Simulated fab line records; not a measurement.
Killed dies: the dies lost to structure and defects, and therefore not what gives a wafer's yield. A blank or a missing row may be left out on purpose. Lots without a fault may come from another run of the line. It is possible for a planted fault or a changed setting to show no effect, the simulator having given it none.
fab line records -- flow nand_harc -- part 1 of 2: steps 1 to 11 of 18
record: lots: 5, wafers: 15, last_day: 23
route steps=1159 shown A_CHANNEL_HOLE_D1@465
lots with no fault: from the same line, run without faults
start_h: hours from the record's opening day to when the first of the lot's shown wafers began -- wait_h: hours from the lot's prior step to this one -- " same as the row above -- L1.1+2: several wafers, shown together as one row -- - either no value or no given start -- * or withheld: withheld -- < > ~ a bound
route shown NAME@n: a module of which the file shows steps, and the number in the route of the first -- usual: average and standard deviation across the fault-free wafers -- same: alike in all rows -- chamber/n: place in a boat -- sites: readings site by site -- _std_site: standard deviation across them -- _edge_site: the outer-site mean with the inner-site mean subtracted -- radius_mm: for every site, how far away it sits from the centre of the wafer -- mask NAME#n: copy n -- behind: tool/chamber where the wafer was last shaped -- hold: the reason the lot was held/the length of the hold in hours/how it ended -- device: the transistor (n, p or np) that didn't switch -- end of line: the route-end tests of the same wafers -- where a step has no rows: the recipe by itself -- killed: at the first sort, the dies lost to defects and structure; wafer yield is something else -- map: dies across one wafer; x = killed, . = not, _ = none there
set.NAME: the run value of the setting; set.NAME@STEP: its run value at that earlier step -- model.NAME: the simulator's own value behind a step, which no gauge read
lots at selected steps of the route; one table per step, one row per wafer
services: a tool's chamber out of use, with start hour (start_h, from the record's first day; less than 0 if before it), hours out, and reason
== steps ==
step: NHARC_A_CHANNEL_HOLE_D1_DESCUM_15
recipe: time_s: 3, o2_flow_sccm: 200, ar_flow_sccm: 0, bias_power_w: 0, chemistry: O2
usual: chamber_pressure_mTorr: 60.00/0.055, drypump_motor_current_A: 5.6/0.55, oes_product_au: 0.994/0.01, rf_vpp_V: 57.7/0.94, showerhead_plenum_p_Torr: 1.92/0.086, throttle_valve_pct: 11.312/0.0085
lot.wafer,tool,chamber,start_h,wait_h,chamber_pressure_mTorr,drypump_motor_current_A,oes_product_au,rf_hours_counter_h,rf_vpp_V,showerhead_plenum_p_Torr,throttle_valve_pct
L075.2,rie_diel-12,0,189.90,0.1,59.98,6.7,1.006,9,57.6,2.06,11.307
L075.6,rie_diel-12,0,189.90,0.1,60.04,6.7,1.010,-,58.5,2.06,11.310
L075.5,rie_diel-12,1,189.90,0.1,60.07,5.7,0.999,-,56.1,1.92,11.324
L077.1,rie_diel-06,3,198.26,0.1,60.06,6.1,0.989,7,57.4,1.93,11.300
L077.6,rie_diel-06,2,198.26,0.1,60.01,5.9,0.997,-,57.6,1.79,11.301
L077.5,rie_diel-06,3,198.26,0.1,59.96,6.2,0.991,-,58.2,1.93,11.310
L082.3,rie_diel-10,3,223.52,0.1,59.96,5.1,1.003,2,56.0,1.81,11.307
L082.4,rie_diel-10,0,223.52,0.1,60.01,5.9,0.984,2,57.9,1.84,11.322
L082.6,rie_diel-10,2,223.52,0.1,59.88,5.3,0.989,-,57.7,1.89,11.289
L090.2,rie_diel-10,0,270.97,0.1,59.94,5.9,0.997,6,57.0,1.83,11.316
L090.1,rie_diel-10,1,270.97,0.1,60.07,5.7,0.995,7,57.9,1.99,11.315
L090.4,rie_diel-10,3,270.97,0.1,60.03,5.1,0.985,8,57.8,1.80,11.304
L092.1,rie_diel-12,3,279.40,0.1,60.02,5.1,0.984,4,58.4,2.01,11.316
L092.3,rie_diel-12,0,279.40,0.1,60.00,6.7,1.023,4,58.7,2.06,11.318
L092.2,rie_diel-12,1,279.40,0.1,60.04,5.7,1.000,4,59.3,1.92,11.304
step: NHARC_A_CHANNEL_HOLE_D1_ETCH_38
recipe: target_depth_a: 390, over_etch_frac: 0.3, time_s: 65, ion_energy_ev: 80, cf4_flow_sccm: 150, ar_flow_sccm: 0, rf_w: 300, bias_w: 100, chemistry: CF4
usual: chamber_pressure_mTorr: 50.00/0.042, drypump_motor_current_A: 5.6/0.53, oes_product_au: 0.994/0.01, rf_vpp_V: 151.4/1.1, showerhead_plenum_p_Torr: 1.78/0.07, throttle_valve_pct: 13.283/0.0097
lot.wafer,tool,chamber,start_h,wait_h,chamber_pressure_mTorr,drypump_motor_current_A,oes_product_au,rf_hours_counter_h,rf_vpp_V,showerhead_plenum_p_Torr,throttle_valve_pct
L075.2,rie_diel-12,2,189.99,0.1,50.07,5.1,1.009,9,151.7,1.77,13.289
L075.5,rie_diel-12,1,189.99,0.1,50.03,5.7,1.004,-,152.1,1.77,13.306
L075.6,rie_diel-12,2,189.99,0.1,50.03,5.1,0.991,-,150.3,1.77,13.274
L077.1,rie_diel-06,1,198.35,0.1,49.95,6.2,1.000,9,150.7,1.69,13.290
L077.6,rie_diel-06,2,198.35,0.1,49.98,5.9,1.008,-,150.3,1.67,13.285
L077.5,rie_diel-06,3,198.35,0.1,50.01,6.1,0.988,-,152.1,1.78,13.283
L082.3,rie_diel-10,3,223.60,0.1,50.03,5.1,0.989,2,150.6,1.68,13.287
L082.4,rie_diel-10,0,223.60,0.1,50.01,5.9,0.996,2,149.9,1.70,13.264
L082.6,rie_diel-10,2,223.60,0.1,49.99,5.3,0.984,-,151.3,1.75,13.275
L090.2,rie_diel-10,1,271.06,0.1,49.98,5.7,0.998,7,151.1,1.84,13.304
L090.1,rie_diel-10,2,271.06,0.1,50.09,5.3,0.990,8,151.5,1.75,13.269
L090.4,rie_diel-10,3,271.06,0.1,49.94,5.1,0.987,8,150.9,1.67,13.279
L092.3,rie_diel-12,1,279.49,0.1,50.03,5.7,0.995,4,150.5,1.77,13.276
L092.1,rie_diel-12,2,279.49,0.1,49.98,5.1,0.987,4,152.3,1.77,13.288
L092.2,rie_diel-12,0,279.49,0.1,50.01,6.7,0.998,4,152.5,1.90,13.280
step: NHARC_A_CHANNEL_HOLE_D1_ETCH_39
recipe: target_depth_a: 2600, over_etch_frac: 0.3, time_s: 325, ion_energy_ev: 200, n2_flow_sccm: 150, h2_flow_sccm: 150, ar_flow_sccm: 0, rf_w: 400, bias_w: 150, chemistry: N2/H2
usual: chamber_pressure_mTorr: 29.999/0.027, drypump_motor_current_A: 5.6/0.54, n2_flow_sccm: 150.0/0.44, oes_product_au: 0.995/0.0096, rf_vpp_V: 430.8/2.7, showerhead_plenum_p_Torr: 2.05/0.091, throttle_valve_pct: 14.171/0.0098
lot.wafer,tool,chamber,start_h,wait_h,chamber_pressure_mTorr,drypump_motor_current_A,n2_flow_sccm,oes_product_au,rf_hours_counter_h,rf_vpp_V,showerhead_plenum_p_Torr,throttle_valve_pct
L075.2,rie_diel-12,2,-,-,29.978,5.1,150.8,0.989,9,430.3,2.04,14.169
L075.5,rie_diel-12,1,-,-,30.009,5.7,150.2,1.012,-,429.9,2.05,14.176
L075.6,rie_diel-12,2,-,-,29.981,5.1,149.7,0.991,-,429.3,2.04,14.177
L077.1,rie_diel-06,3,-,-,29.965,6.1,150.3,0.995,8,432.9,2.06,14.154
L077.6,rie_diel-06,2,-,-,30.037,5.9,149.8,1.008,-,425.7,1.91,14.196
L077.5,rie_diel-06,3,-,-,29.991,6.1,150.2,0.986,-,429.4,2.06,14.171
L082.3,rie_diel-10,2,-,-,29.977,5.4,149.6,0.992,2,428.6,2.01,14.181
L082.4,rie_diel-10,3,-,-,29.948,5.1,150.3,0.991,2,427.6,1.92,14.170
L082.6,rie_diel-10,0,-,-,30.017,5.9,149.5,0.997,-,428.5,1.96,14.168
L090.4,rie_diel-10,2,-,-,30.007,5.3,150.0,0.994,8,429.9,2.01,14.196
L090.2,rie_diel-10,3,-,-,29.976,5.1,149.5,0.987,8,428.2,1.92,14.161
L090.1,rie_diel-10,0,-,-,29.936,5.9,149.0,0.978,6,426.9,1.95,14.178
L092.1,rie_diel-12,1,-,-,30.025,5.8,149.6,1.002,4,431.5,2.05,14.185
L092.2,rie_diel-12,2,-,-,30.020,5.1,150.1,1.005,4,430.6,2.04,14.168
L092.3,rie_diel-12,0,-,-,29.980,6.7,149.2,1.001,4,434.5,2.20,14.155
step: NHARC_A_CHANNEL_HOLE_D1_ETCH_34
recipe: target_depth_a: 1540, time_s: 77, cf4_flow_sccm: 100, chf3_flow_sccm: 30, ar_flow_sccm: 0, rf_w: 500, bias_w: 200, chemistry: CF4/CHF3
usual: chamber_pressure_mTorr: 24.999/0.023, drypump_motor_current_A: 5.6/0.54, oes_product_au: 0.933/0.022, rf_vpp_V: 370.9/2.3, showerhead_plenum_p_Torr: 1.58/0.063, throttle_valve_pct: 16.804/0.0092
lot.wafer,tool,chamber,start_h,wait_h,chamber_pressure_mTorr,drypump_motor_current_A,oes_product_au,rf_hours_counter_h,rf_vpp_V,showerhead_plenum_p_Torr,throttle_valve_pct
L075.2,rie_diel-12,0,-,-,24.997,6.7,0.955,9,374.6,1.69,16.791
L075.5,rie_diel-12,3,-,-,24.975,5.1,0.976,-,373.4,1.65,16.805
L075.6,rie_diel-12,0,-,-,25.005,6.7,0.959,-,375.3,1.69,16.806
L077.1,rie_diel-06,2,-,-,25.043,5.9,0.932,9,366.0,1.48,16.796
L077.6,rie_diel-06,3,-,-,24.995,6.1,0.923,-,370.6,1.59,16.805
L077.5,rie_diel-06,0,-,-,24.975,4.8,0.914,-,369.9,1.56,16.807
L082.4,rie_diel-10,2,-,-,24.997,5.3,0.958,2,368.0,1.55,16.800
L082.3,rie_diel-10,0,-,-,25.025,5.9,0.958,2,368.1,1.51,16.817
L082.6,rie_diel-10,3,-,-,25.030,5.2,0.965,-,368.6,1.49,16.799
L090.4,rie_diel-10,1,-,-,24.939,5.7,0.924,7,372.8,1.64,16.808
L090.2,rie_diel-10,2,-,-,25.017,5.3,0.909,8,372.3,1.55,16.808
L090.1,rie_diel-10,3,-,-,24.994,5.1,0.909,8,366.6,1.49,16.796
L092.3,rie_diel-12,1,-,-,25.020,5.7,0.920,4,370.0,1.58,16.807
L092.2,rie_diel-12,3,-,-,24.974,5.1,0.909,4,374.0,1.65,16.802
L092.1,rie_diel-12,0,-,-,24.995,6.7,0.932,4,374.3,1.69,16.817
step: NHARC_A_CHANNEL_HOLE_D1_ETCH_16
recipe: target_depth_a: 31000, over_etch_frac: 0.3, time_s: 806, ion_energy_ev: 150, o2_flow_sccm: 400, cos_flow_sccm: 20, ar_flow_sccm: 0, rf_w: 500, bias_w: 300, chemistry: O2/COS
usual: chamber_pressure_mTorr: 20.000/0.019, drypump_motor_current_A: 5.6/0.54, oes_product_au: 0.995/0.011, rf_vpp_V: 314.4/2.1, showerhead_plenum_p_Torr: 3.14/0.13, throttle_valve_pct: 28.331/0.0088
lot.wafer,tool,chamber,start_h,wait_h,chamber_pressure_mTorr,drypump_motor_current_A,oes_product_au,rf_hours_counter_h,rf_vpp_V,showerhead_plenum_p_Torr,throttle_valve_pct
L075.2,rie_diel-12,0,-,-,19.993,6.7,1.002,9,317.0,3.35,28.319
L075.5,rie_diel-12,3,-,-,19.989,5.1,0.996,-,316.1,3.28,28.327
L075.6,rie_diel-12,0,-,-,20.005,6.7,1.005,-,317.5,3.35,28.332
L077.1,rie_diel-06,3,-,-,20.011,6.1,0.991,8,313.3,3.14,28.333
L077.6,rie_diel-06,2,-,-,19.968,5.9,1.004,-,311.2,2.94,28.339
L077.5,rie_diel-06,3,-,-,20.016,6.1,0.993,-,314.8,3.14,28.336
L082.4,rie_diel-10,2,-,-,19.999,5.3,0.999,3,314.0,3.08,28.324
L082.3,rie_diel-10,3,-,-,20.014,5.1,1.001,2,312.4,2.96,28.342
L082.6,rie_diel-10,2,-,-,20.021,5.3,1.001,-,313.8,3.08,28.334
L090.4,rie_diel-10,1,-,-,19.999,5.7,0.998,8,317.8,3.24,28.336
L090.2,rie_diel-10,2,-,-,19.977,5.3,0.995,8,313.6,3.08,28.324
L090.1,rie_diel-10,0,-,-,20.001,5.9,0.975,7,312.9,3.00,28.320
L092.1,rie_diel-12,2,-,-,20.013,5.1,0.991,5,316.2,3.12,28.331
L092.2,rie_diel-12,3,-,-,20.016,5.1,0.976,4,316.3,3.28,28.327
L092.3,rie_diel-12,0,-,-,19.968,6.7,1.014,4,318.2,3.35,28.338
step: NHARC_A_CHANNEL_HOLE_D1_CD_MEAS_18
usual: cd_nm: 98.8/2
lot.wafer,tool,chamber,start_h,wait_h,cd_nm
L075.2,cd_sem-01,-,191.00,-,98.9
L075.5,cd_sem-01,-,191.00,-,101.3
L075.6,cd_sem-01,-,191.00,-,98.8
L077.1,cd_sem-01,-,199.36,-,97.8
L077.5,cd_sem-01,-,199.36,-,95.6
L077.6,cd_sem-01,-,199.36,-,96.4
L082.3,cd_sem-01,-,224.62,-,98.9
L082.4,cd_sem-01,-,224.62,-,96.8
L082.6,cd_sem-01,-,224.62,-,100.8
L090.1,cd_sem-01,-,272.09,-,97.6
L090.2,cd_sem-01,-,272.09,-,98.0
L090.4,cd_sem-01,-,272.09,-,102.1
L092.1,cd_sem-01,-,280.52,-,98.4
L092.2,cd_sem-01,-,280.52,-,96.5
L092.3,cd_sem-01,-,280.52,-,97.0
step: NHARC_A_CHANNEL_HOLE_D1_ETCH_19
recipe: bias_v: 1200, source_w: 2500, pressure_mtorr: 15, time_s: 34.5, ar_flow_sccm: 375, c4f8_flow_sccm: 28.8, o2_flow_sccm: 96.2, temp_c: -20, target_depth_a: *, chemistry: C4F8/O2/Ar
usual: chamber_pressure_mTorr: 15.001/0.013, drypump_motor_current_A: 5.6/0.45, esc_clamp_current_uA: 0.0212/0.00043, showerhead_plenum_p_Torr: 3.78/0.091, throttle_valve_pct: 37.038/0.0099
lot.wafer,tool,chamber,start_h,wait_h,chamber_pressure_mTorr,drypump_motor_current_A,esc_clamp_current_uA,rf_hours_counter_h,showerhead_plenum_p_Torr,throttle_valve_pct
L075.2,har_etch-01,1,191.08,0.1,14.993,5.1,0.0217,199,3.87,37.027
L075.6,har_etch-01,1,191.08,0.1,15.003,5.1,0.0217,-,3.87,37.040
L075.5,har_etch-01,0,191.08,0.1,14.999,5.6,0.0207,-,3.84,37.035
L077.1,har_etch-01,1,199.45,0.1,15.002,5.1,0.0217,206,3.86,37.036
L077.5,har_etch-01,0,199.45,0.1,14.990,5.6,0.0207,-,3.83,37.048
L077.6,har_etch-01,1,199.45,0.1,14.995,5.1,0.0217,-,3.86,37.029
L082.4,har_etch-02,0,224.73,0.1,15.006,5.2,0.0216,-,3.84,37.057
L082.3,har_etch-02,1,224.73,0.1,15.013,6.2,0.0208,-,3.65,37.054
L082.6,har_etch-02,0,224.73,0.1,14.995,5.2,0.0215,-,3.84,37.043
L090.2,har_etch-01,1,272.16,0.1,15.018,5.1,0.0218,232,3.85,37.039
L090.1,har_etch-01,0,272.16,0.1,14.980,5.6,0.0207,232,3.82,37.029
L090.4,har_etch-01,0,272.16,0.1,15.018,5.6,0.0208,-,3.82,37.045
L092.1,har_etch-02,0,280.60,0.1,15.021,5.2,0.0215,145,3.83,37.038
L092.2,har_etch-02,1,280.60,0.1,14.993,6.2,0.0208,145,3.63,37.048
L092.3,har_etch-02,0,280.60,0.1,15.007,5.2,0.0216,-,3.82,37.047
step: NHARC_A_CHANNEL_HOLE_D1_ETCH_20
recipe: bias_v: 3000, source_w: withheld, pressure_mtorr: 20, time_s: 361.9, ar_flow_sccm: 375, c4f8_flow_sccm: 89.3, o2_flow_sccm: 35.7, temp_c: -20, target_depth_a: 16000, chemistry: C4F8/O2/Ar
usual: chamber_pressure_mTorr: 20.000/0.016, drypump_motor_current_A: 5.6/0.45, esc_clamp_current_uA: 0.0212/0.00043, showerhead_plenum_p_Torr: 3.74/0.088, throttle_valve_pct: 32.156/0.0085
lot.wafer,tool,chamber,start_h,wait_h,chamber_pressure_mTorr,drypump_motor_current_A,esc_clamp_current_uA,rf_hours_counter_h,showerhead_plenum_p_Torr,throttle_valve_pct
L075.2,har_etch-01,1,191.19,0.1,20.005,5.1,0.0217,199,3.82,32.153
L075.6,har_etch-01,1,191.19,0.1,20.026,5.1,0.0217,-,3.82,32.155
L075.5,har_etch-01,0,191.19,0.1,20.013,5.6,0.0207,-,3.79,32.167
L077.1,har_etch-01,1,199.60,0.1,20.003,5.1,0.0217,206,3.82,32.151
L077.5,har_etch-01,0,199.60,0.1,20.024,5.6,0.0207,-,3.79,32.168
L077.6,har_etch-01,1,199.60,0.1,20.017,5.1,0.0217,-,3.82,32.163
L082.4,har_etch-02,0,224.91,0.2,20.011,5.2,0.0216,-,3.80,32.143
L082.3,har_etch-02,1,224.91,0.2,20.036,6.2,0.0208,-,3.61,32.165
L082.6,har_etch-02,0,224.91,0.2,20.015,5.2,0.0216,-,3.80,32.160
L090.2,har_etch-01,1,272.27,0.1,19.989,5.1,0.0217,232,3.80,32.150
L090.1,har_etch-01,0,272.27,0.1,20.015,5.6,0.0209,232,3.77,32.155
L090.4,har_etch-01,0,272.27,0.1,19.991,5.6,0.0208,-,3.77,32.152
L092.1,har_etch-02,0,280.72,0.1,19.993,5.3,0.0216,145,3.78,32.168
L092.2,har_etch-02,1,280.72,0.1,20.005,6.2,0.0208,145,3.59,32.157
L092.3,har_etch-02,0,280.72,0.1,19.981,5.2,0.0215,-,3.78,32.172
step: NHARC_A_CHANNEL_HOLE_D1_ETCH_21
recipe: bias_v: 3000, source_w: withheld, pressure_mtorr: 20, time_s: 514.3, ar_flow_sccm: 375, c4f8_flow_sccm: 89.3, o2_flow_sccm: 35.7, temp_c: -20, target_depth_a: 16000, chemistry: C4F8/O2/Ar
usual: chamber_pressure_mTorr: 19.999/0.02, drypump_motor_current_A: 5.6/0.45, esc_clamp_current_uA: 0.0212/0.00044, showerhead_plenum_p_Torr: 3.74/0.088, throttle_valve_pct: 32.154/0.011
lot.wafer,tool,chamber,start_h,wait_h,chamber_pressure_mTorr,drypump_motor_current_A,esc_clamp_current_uA,rf_hours_counter_h,showerhead_plenum_p_Torr,throttle_valve_pct
L075.2,har_etch-01,1,191.50,0.3,19.961,5.1,0.0217,199,3.82,32.152
L075.6,har_etch-01,1,191.50,0.3,19.981,5.1,0.0217,-,3.82,32.161
L075.5,har_etch-01,0,191.50,0.3,19.994,5.6,0.0207,-,3.79,32.145
L077.1,har_etch-01,1,199.93,0.3,19.969,5.1,0.0217,206,3.82,32.164
L077.5,har_etch-01,0,199.93,0.3,20.025,5.6,0.0208,-,3.79,32.161
L077.6,har_etch-01,1,199.93,0.3,19.981,5.1,0.0217,-,3.82,32.148
L082.4,har_etch-02,0,225.27,0.3,19.972,5.3,0.0216,-,3.79,32.159
L082.3,har_etch-02,1,225.27,0.3,20.045,6.2,0.0208,-,3.61,32.168
L082.6,har_etch-02,0,225.27,0.3,20.016,5.3,0.0216,-,3.80,32.151
L090.2,har_etch-01,1,272.59,0.3,19.992,5.1,0.0218,232,3.80,32.140
L090.1,har_etch-01,0,272.59,0.3,19.986,5.6,0.0208,232,3.77,32.140
L090.4,har_etch-01,0,272.59,0.3,20.036,5.6,0.0207,-,3.77,32.143
L092.1,har_etch-02,0,281.03,0.3,20.002,5.2,0.0216,145,3.78,32.155
L092.2,har_etch-02,1,281.03,0.3,20.048,6.2,0.0209,145,3.59,32.136
L092.3,har_etch-02,0,281.03,0.3,20.012,5.2,0.0215,-,3.78,32.144
step: NHARC_A_CHANNEL_HOLE_D1_ETCH_22
recipe: bias_v: 3000, source_w: withheld, pressure_mtorr: 20, time_s: 666.7, ar_flow_sccm: 375, c4f8_flow_sccm: 89.3, o2_flow_sccm: 35.7, temp_c: -20, target_depth_a: 16000, chemistry: C4F8/O2/Ar
usual: chamber_pressure_mTorr: 20.000/0.019, drypump_motor_current_A: 5.6/0.45, esc_clamp_current_uA: 0.0212/0.00043, showerhead_plenum_p_Torr: 3.74/0.088, throttle_valve_pct: 32.154/0.0082
lot.wafer,tool,chamber,start_h,wait_h,chamber_pressure_mTorr,drypump_motor_current_A,esc_clamp_current_uA,rf_hours_counter_h,showerhead_plenum_p_Torr,throttle_valve_pct
L075.2,har_etch-01,1,191.94,0.4,19.977,5.1,0.0218,200,3.82,32.154
L075.6,har_etch-01,1,191.94,0.4,20.012,5.1,0.0217,-,3.82,32.153
L075.5,har_etch-01,0,191.94,0.4,20.018,5.6,0.0207,-,3.79,32.146
L077.1,har_etch-01,1,200.39,0.4,20.004,5.1,0.0216,206,3.82,32.149
L077.5,har_etch-01,0,200.39,0.4,20.014,5.6,0.0206,-,3.79,32.152
L077.6,har_etch-01,1,200.39,0.4,19.983,5.1,0.0217,-,3.82,32.149
L082.4,har_etch-02,0,225.75,0.4,20.010,5.2,0.0215,-,3.80,32.159
L082.3,har_etch-02,1,225.75,0.4,19.995,6.2,0.0208,-,3.61,32.154
L082.6,har_etch-02,0,225.75,0.4,20.038,5.2,0.0216,-,3.80,32.166
L090.2,har_etch-01,1,273.04,0.4,20.011,5.1,0.0218,233,3.80,32.158
L090.1,har_etch-01,0,273.04,0.4,20.022,5.6,0.0207,233,3.77,32.149
L090.4,har_etch-01,0,273.04,0.4,20.004,5.6,0.0207,-,3.77,32.150
L092.1,har_etch-02,0,281.47,0.4,19.998,5.3,0.0215,145,3.78,32.155
L092.2,har_etch-02,1,281.47,0.4,20.015,6.2,0.0207,145,3.59,32.165
L092.3,har_etch-02,0,281.47,0.4,20.002,5.2,0.0216,-,3.78,32.157
step: NHARC_A_CHANNEL_HOLE_D1_ETCH_23
recipe: bias_v: 5000, source_w: withheld, pressure_mtorr: 20, time_s: 819, ar_flow_sccm: 375, c4f8_flow_sccm: 89.3, o2_flow_sccm: 35.7, temp_c: -20, target_depth_a: 16000, chemistry: C4F8/O2/Ar
usual: chamber_pressure_mTorr: 20.001/0.019, drypump_motor_current_A: 5.6/0.45, esc_clamp_current_uA: 0.0212/0.00043, showerhead_plenum_p_Torr: 3.73/0.088, throttle_valve_pct: 32.154/0.0091
lot.wafer,tool,chamber,start_h,wait_h,chamber_pressure_mTorr,drypump_motor_current_A,esc_clamp_current_uA,rf_hours_counter_h,showerhead_plenum_p_Torr,throttle_valve_pct
L075.2,har_etch-01,1,192.50,0.5,19.989,5.1,0.0217,200,3.82,32.126
L075.6,har_etch-01,1,192.50,0.5,19.978,5.1,0.0217,-,3.82,32.157
L075.5,har_etch-01,0,192.50,0.5,20.011,5.6,0.0207,-,3.79,32.139
L077.1,har_etch-01,1,200.98,0.5,20.001,5.0,0.0217,207,3.82,32.162
L077.5,har_etch-01,0,200.98,0.5,20.006,5.6,0.0208,-,3.79,32.134
L077.6,har_etch-01,1,200.98,0.5,20.001,5.1,0.0217,-,3.82,32.161
L082.4,har_etch-02,0,226.36,0.5,19.996,5.2,0.0216,-,3.80,32.158
L082.3,har_etch-02,1,226.36,0.5,20.014,6.2,0.0208,-,3.61,32.159
L082.6,har_etch-02,0,226.36,0.5,20.058,5.2,0.0216,-,3.79,32.164
L090.2,har_etch-01,1,273.61,0.5,19.975,5.1,0.0217,233,3.80,32.145
L090.1,har_etch-01,0,273.61,0.5,19.973,5.6,0.0208,233,3.77,32.148
L090.4,har_etch-01,0,273.61,0.5,20.008,5.6,0.0207,-,3.77,32.144
L092.1,har_etch-02,0,282.04,0.5,20.015,5.2,0.0215,146,3.78,32.162
L092.2,har_etch-02,1,282.04,0.5,20.001,6.2,0.0208,146,3.59,32.145
L092.3,har_etch-02,0,282.04,0.5,20.006,5.2,0.0216,-,3.78,32.146
